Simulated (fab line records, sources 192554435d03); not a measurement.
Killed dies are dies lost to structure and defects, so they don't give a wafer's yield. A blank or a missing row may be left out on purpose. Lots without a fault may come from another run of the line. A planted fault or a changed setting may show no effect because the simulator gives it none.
A struck lot beside a sound one | flow n5_finfet | 18 steps out of a route of 1938
Sound: wafers L906.2, L906.5, L906.6. Struck: wafers L900.1, L900.4, L900.5. The cause comes at the end.
At each step with rows: each side's tool, then ch and its chambers, then its first start. Under that, the readings that differ: sound wafers | struck wafers | difference of the means | sigmas: that difference in standard deviations of wafers without a fault.
alike: readings whose means differ by less than 2 such deviations, and words and numbers that are the same on both sides. not compared: withheld readings, readings that some wafer has no value for, bounds like >300 that may hide the same value, and numbers for which the record gives no deviation and whose values overlap.
The two part at a step that has a row with sigmas, a row that says differs or no value, or rows on one side only. Numbers that don't overlap but have no deviation are shown without sigmas and don't part them. A reading that every wafer of one side lacks parts them only if that side has two wafers or more.

first, 8 steps without rows for these wafers: N5_FIN_SAQP_ETCH_64 (etches SiO2 in CF4, target depth 1.5 nm); N5_FIN_SAQP_FIN_ETCH_36 (etches the open film in HBr/Cl2/O2, target depth 120 nm, time 50.4 s); N5_FIN_SAQP_PRECLEAN_38 (cleans in O3/DIW, time 45 s); N5_FIN_SAQP_PRECLEAN_45 (cleans in dHF, time 10 s); N5_FIN_SAQP_SRD_39 (time 30 s); N5_FIN_CUT_COAT_18 (time 60 s, resist thk 230 nm); N5_FIN_CUT_COAT_19 (time 60 s, resist thk 20 nm); N5_FIN_CUT_COAT_29 (time 60 s, resist thk 10 nm).
N5_FIN_CUT_COAT_02: resist thk 30 nm.
  sound on litho_track-04 ch 0, day 7 08:52; struck on litho_track-05 ch 0, day 5 20:13
  reading                                      | sound                | struck               | difference | sigmas
  spin_speed_rpm (rpm)                         | 1499.3 1499.9 1500.3 | 1381.0 1383.4 1381.9 | -117.7     | -99 or more
  model.CAR-EUV_of_FIN_CUT_COAT_02.thk_nm (nm) | 30 30 30             | 31.4 31.4 31.4       | +1.4       |
then, 6 steps without rows for these wafers: N5_FIN_CUT_EBR_04; N5_FIN_CUT_SOFTBAKE_03 (time 60 s); N5_FIN_CUT_EXPOSE_05 (exposes mask FIN CUT); N5_FIN_CUT_PEB_06 (peb time 60 s); N5_FIN_CUT_DEVELOP_07 (develop time 30 s); N5_FIN_CUT_DESCUM_13 (chemistry O2, time 7 s).
N5_FIN_CUT_ETCH_30: etches underlayer in N2/H2, target depth 13 nm, time 10.4 s.
  sound on rie_diel-03 ch 0,1, day 7 09:26; struck on rie_diel-05 ch 0,3, day 5 21:01
  reading                                      | sound          | struck         | difference | sigmas
  model.CAR-EUV_of_FIN_CUT_COAT_02.thk_nm (nm) | 14.8 14.8 14.6 | 15.8 15.8 15.8 | +1.1       |
  alike: bias_w, drypump_motor_current_A, etch_rf_on_time_s, n2_flow_sccm, oes_product_au, rf_vpp_V, showerhead_plenum_p_Torr, throttle_valve_pct
  not compared: rf_hours_counter_h
then, 1 step without rows for these wafers: N5_FIN_CUT_ETCH_20 (etches SiARC in CF4, target depth 26 nm, time 43.3 s).
-- the record jumps here: 6 days lie between the struck wafers' starts before and after (it left off in module FIN_CUT and takes up again in module BEOL_M4, whose first step shown is number 1111 of the route) --
N5_BEOL_M4_RC_MEAS_101:
  sound on prober-01 ch 0, day 13 01:19; struck on prober-02 ch 0, day 11 23:23
  alike: DIBL_N, DIBL_P, IOFF_N, IOFF_P, ION_N, ION_P, SS_N, SS_P, VT_N, VT_P

WHERE THEY PART
Only at N5_FIN_CUT_COAT_02, within this record. Later steps at which nothing parts them and some readings are alike: N5_FIN_CUT_ETCH_30, N5_BEOL_M4_RC_MEAS_101.

WHY: what the simulator had put in
Process parameter drift: litho_track-05, from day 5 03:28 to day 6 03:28, at N5_FIN_CUT_COAT_02. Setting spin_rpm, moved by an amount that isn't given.
